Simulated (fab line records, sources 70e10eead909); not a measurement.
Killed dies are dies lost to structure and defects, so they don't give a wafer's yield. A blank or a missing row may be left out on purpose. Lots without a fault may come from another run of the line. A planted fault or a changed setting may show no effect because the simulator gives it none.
Which tool did it? | flow nand_harc | 14 lots, 42 wafers sampled, at 6 steps of a route of 1302

WHAT THE GAUGES READ, wafer by wafer
NHARC_A_SOURCE_PLATE_THK_MEAS_09: measures by ellipsometry. Usual: thk_nm 9.5 nm, standard deviation 1.1.
lot  | measured     | on            | thk_nm (nm)    | flag
L605 | day 7 07:49  | film_metro-01 | 9.2 8.6 8.4    |
L606 | day 7 18:56  | film_metro-01 | 10.3 10.0 10.3 |
L607 | day 8 04:16  | film_metro-02 | 10.1 9.8 10.9  |
L608 | day 8 11:38  | film_metro-01 | 10.4 10.6 8.5  |
L609 | day 8 19:20  | film_metro-02 | 7.7 8.3 11.3   |
L610 | day 9 01:44  | film_metro-02 | 10.3 9.0 8.2   |
L611 | day 9 14:29  | film_metro-02 | 11.3 11.4 10.9 |
L612 | day 9 22:01  | film_metro-02 | 10.3 10.1 10.1 |
L613 | day 10 15:21 | film_metro-02 | 8.3 8.4 9.4    |
L615 | day 11 00:04 | film_metro-01 | 10.2 9.5 8.1   |
L620 | day 13 17:58 | film_metro-01 | 7.1 10.7 8.9   |
L622 | day 14 04:38 | film_metro-01 | 9.1 11.3 8.6   |
L627 | day 16 08:20 | film_metro-01 | 10.2 9.3 9.7   |
L628 | day 16 22:18 | film_metro-01 | 10.9 9.3 8.7   |

NHARC_A_ONON_D1_THK_MEAS_11: measures by ellipsometry. Usual: thk_nm 999 nm, standard deviation 8.7.
lot  | measured     | on            | thk_nm (nm)    | flag
L605 | day 7 23:14  | film_metro-02 | 1000 1000 999  |
L606 | day 8 09:44  | film_metro-01 | 996 996 996    |
L607 | day 8 19:10  | film_metro-01 | 1009 1006 1005 |
L608 | day 9 02:30  | film_metro-01 | 1001 1000 1001 |
L609 | day 9 11:34  | film_metro-01 | 1017 1016 1016 |
L610 | day 9 20:22  | film_metro-02 | 1010 1011 1009 |
L611 | day 10 09:18 | film_metro-01 | 990 992 991    |
L612 | day 10 13:16 | film_metro-01 | 985 983 985    |
L613 | day 11 06:10 | film_metro-02 | 985 984 986    |
L615 | day 11 16:01 | film_metro-01 | 984 985 984    |
L620 | day 14 09:11 | film_metro-01 | 1012 1010 1010 |
L622 | day 14 19:52 | film_metro-01 | 990 989 992    |
L627 | day 16 23:28 | film_metro-01 | 1007 1004 1004 |
L628 | day 17 13:34 | film_metro-02 | 999 996 998    |

NHARC_A_ONON_D1_THK_MEAS_14: measures by ellipsometry. Usual: thk_nm 999 nm, standard deviation 11.
lot  | measured     | on            | thk_nm (nm)    | flag
L605 | day 7 23:49  | film_metro-02 | 986 985 986    |
L606 | day 8 10:17  | film_metro-01 | 997 997 997    |
L607 | day 8 19:44  | film_metro-02 | 994 993 994    |
L608 | day 9 03:04  | film_metro-01 | 1007 1003 1004 |
L609 | day 9 12:07  | film_metro-02 | 1005 1004 1007 |
L610 | day 9 20:56  | film_metro-02 | 988 987 986    |
L611 | day 10 09:52 | film_metro-01 | 1000 1000 1000 |
L612 | day 10 13:50 | film_metro-02 | 1013 1011 1011 |
L613 | day 11 06:44 | film_metro-02 | 996 996 995    |
L615 | day 11 16:35 | film_metro-02 | 992 995 994    |
L620 | day 14 09:44 | film_metro-01 | 1339 1019 1340 | OFF
L622 | day 14 20:26 | film_metro-01 | 1312 992 993   | OFF
L627 | day 17 00:02 | film_metro-01 | 994 994 994    |
L628 | day 17 14:08 | film_metro-01 | 991 991 991    |

NHARC_A_ONON_D1_THK_MEAS_27: measures by ellipsometry. Usual: thk_nm 999 nm, standard deviation 9.7.
lot  | measured     | on            | thk_nm (nm)    | flag
L605 | day 8 09:37  | film_metro-02 | 999 999 998    |
L606 | day 8 20:36  | film_metro-02 | 994 997 995    |
L607 | day 9 05:14  | film_metro-01 | 999 1000 999   |
L608 | day 9 12:26  | film_metro-01 | 992 993 991    |
L609 | day 9 21:51  | film_metro-01 | 981 979 981    |
L610 | day 10 07:00 | film_metro-01 | 1014 1013 1013 |
L611 | day 10 21:41 | film_metro-01 | 991 991 992    |
L612 | day 10 21:41 | film_metro-02 | 996 993 995    |
L613 | day 11 16:16 | film_metro-02 | 999 999 998    |
L615 | day 12 05:44 | film_metro-02 | 1014 1015 1014 |
L620 | day 14 20:08 | film_metro-02 | 1008 1010 1010 |
L622 | day 15 05:55 | film_metro-01 | 983 983 983    |
L627 | day 17 09:30 | film_metro-01 | 994 993 992    |
L628 | day 17 23:37 | film_metro-02 | 996 997 997    |

NHARC_END_SORT_01. Usual: killed_at_array 55, standard deviation 19; killed_at_other 0.6, standard deviation 0.99; killed_at_periphery 4.2, standard deviation 2.6; killed_dies 60, standard deviation 18; killed_open 3.4, standard deviation 1.7; killed_short 2.3, standard deviation 1.5.
lot  | measured     | on        | killed_at_array | killed_at_other | killed_at_periphery | killed_dies | killed_open | killed_short | flag
L606 | day 24 19:00 | prober-01 | 76 68 79        | 0 0 0           | 3 4 3               | 79 72 82    | 3 3 4       | 1 1 4        |
L608 | day 26 04:46 | prober-01 | 96 78 100       | 0 0 0           | 0 3 1               | 96 81 101   | 4 4 2       | 1 0 4        |
L610 | day 25 19:44 | prober-01 | 68 43 61        | 1 4 1           | 6 6 6               | 75 53 68    | 2 2 2       | 3 2 1        |
L611 | day 27 00:13 | prober-01 | 61 55 55        | 0 1 0           | 4 8 0               | 65 64 55    | 2 5 1       | 4 3 1        |
L613 | day 27 22:13 | prober-01 | 41 41 40        | 2 2 0           | 3 8 7               | 46 51 47    | 2 3 2       | 4 1 2        |
L615 | day 27 21:23 | prober-02 | 63 60 57        | 0 0 0           | 8 3 6               | 71 63 63    | 1 3 3       | 2 3 2        |
L620 | day 30 09:25 | prober-01 | 46 35 48        | 1 0 0           | 2 1 5               | 49 36 53    | 3 0 4       | 2 1 3        |
L622 | day 30 23:37 | prober-02 | 29 22 28        | 1 0 1           | 4 3 5               | 34 25 34    | 9 4 2       | 6 5 3        |

WHICH TOOL RAN EACH LOT (tool, then ch and the chambers of the sampled wafers, then the start)
lot  | NHARC_A_ONON_D1_DEP_12
L605 | pecvd_onon-04 ch 0, day 7 23:18
L606 | pecvd_onon-03 ch 0, day 8 09:47
L607 | pecvd_onon-03 ch 0, day 8 19:13
L608 | pecvd_onon-01 ch 0, day 9 02:34
L609 | pecvd_onon-01 ch 0, day 9 11:41
L610 | pecvd_onon-01 ch 0, day 9 20:25
L611 | pecvd_onon-03 ch 0, day 10 09:25
L612 | pecvd_onon-04 ch 0, day 10 13:23
L613 | pecvd_onon-01 ch 0, day 11 06:17
L615 | pecvd_onon-04 ch 0, day 11 16:05
L620 | pecvd_onon-03 ch 0, day 14 09:17
L622 | pecvd_onon-03 ch 0, day 14 19:59
L627 | pecvd_onon-04 ch 0, day 16 23:31
L628 | pecvd_onon-03 ch 0, day 17 13:37
- NHARC_A_ONON_D1_DEP_12: target thk 1000 nm.

WHAT THE TOOLS THEMSELVES READ (means of the sampled wafers that have a number; where no wafer has one, the mark that the record gives instead)
The record holds no such reading with a usual standard deviation.

THE ANSWER, worked out from the rows above alone
Rule: a lot is off if the mean of its wafers that have a number lies more than 3 standard deviations from the usual mean. A lot without any number at a reading at which 4 lots or more have one is off too. The other lots that the step has rows for count as sound. The gauges are gone through in route order, then the tools' own readings, and for those a lot's mean is taken as printed above. The first step at which some lot is off is used, and at that step the reading that is off furthest; a lot without a number counts as furthest.
Off: L620, L622, at NHARC_A_ONON_D1_THK_MEAS_14 (thk_nm).
A tool fits if, at a process step before that reading, it ran every lot that is off, and no sound lot after the first of them. The gauges at NHARC_A_ONON_D1_THK_MEAS_14 are tried like those tools. None of those tried fits.

WHAT THE SIMULATOR HAD PUT IN
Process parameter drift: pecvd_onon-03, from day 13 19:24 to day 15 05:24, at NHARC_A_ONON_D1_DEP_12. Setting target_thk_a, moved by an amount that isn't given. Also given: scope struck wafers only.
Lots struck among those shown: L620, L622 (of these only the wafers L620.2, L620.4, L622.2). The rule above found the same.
